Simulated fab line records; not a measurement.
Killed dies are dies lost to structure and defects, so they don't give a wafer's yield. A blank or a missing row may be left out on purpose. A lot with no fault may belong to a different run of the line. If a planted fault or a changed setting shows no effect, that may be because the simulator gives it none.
Matching of chambers :: flow n5-finfet :: cvd-co-02 running N5_BEOL_M1_PRE_CLEAN_60: 3 sister chambers
The step time 15 s. 3 wafers are shown with their chamber, then 11 later ones without.

== WAFERS, EACH WITH ITS CHAMBER ==
wafer: L085.4
chamber: 1
heater-power-w (W): 78

wafer: L084.5
chamber: 2
heater-power-w (W): 70

wafer: L088.2
chamber: 0
heater-power-w (W): 100

== WAFERS WHOSE CHAMBER IS MISSING ==
wafer: L088.5
heater-power-w (W): 69

wafer: L088.6
heater-power-w (W): 78

wafer: L090.2
heater-power-w (W): 80

wafer: L090.3
heater-power-w (W): 99

wafer: L090.4
heater-power-w (W): 70

wafer: L091.1
heater-power-w (W): 101

wafer: L091.3
heater-power-w (W): 79

wafer: L091.4
heater-power-w (W): 101

wafer: L093.1
heater-power-w (W): 70

wafer: L093.2
heater-power-w (W): 76

wafer: L093.3
heater-power-w (W): 102

== CHAMBER TAKEN BY EACH ==
wafer: L088.5
from the rows above: 2
in truth: 2

wafer: L088.6
from the rows above: 1
in truth: 1

wafer: L090.2
from the rows above: 1
in truth: 1

wafer: L090.3
from the rows above: 0
in truth: 0

wafer: L090.4
from the rows above: 2
in truth: 2

wafer: L091.1
from the rows above: 0
in truth: 0

wafer: L091.3
from the rows above: 1
in truth: 1

wafer: L091.4
from the rows above: 0
in truth: 0

wafer: L093.1
from the rows above: 2
in truth: 2

wafer: L093.2
from the rows above: 1
in truth: 1

wafer: L093.3
from the rows above: 0
in truth: 0
Correctly placed: 11 of 11. Can't be placed from these rows: 0. Wrongly placed: 0.
How it was worked out, from the rows above alone: a wafer's distance from a chamber is the root of the sum, over the readings, of the square of ((its reading less the chamber's mean) divided by the reading's scatter). If the next closest chamber is less than 2 further off than the closest, the wafer can't be placed; otherwise it belongs to the closest. The mean given for a chamber averages the wafers shown for that chamber. The scatter (one wafer shown for each chamber): square how far every hidden wafer sits from the nearest shown wafer, average those squares and take the square root.
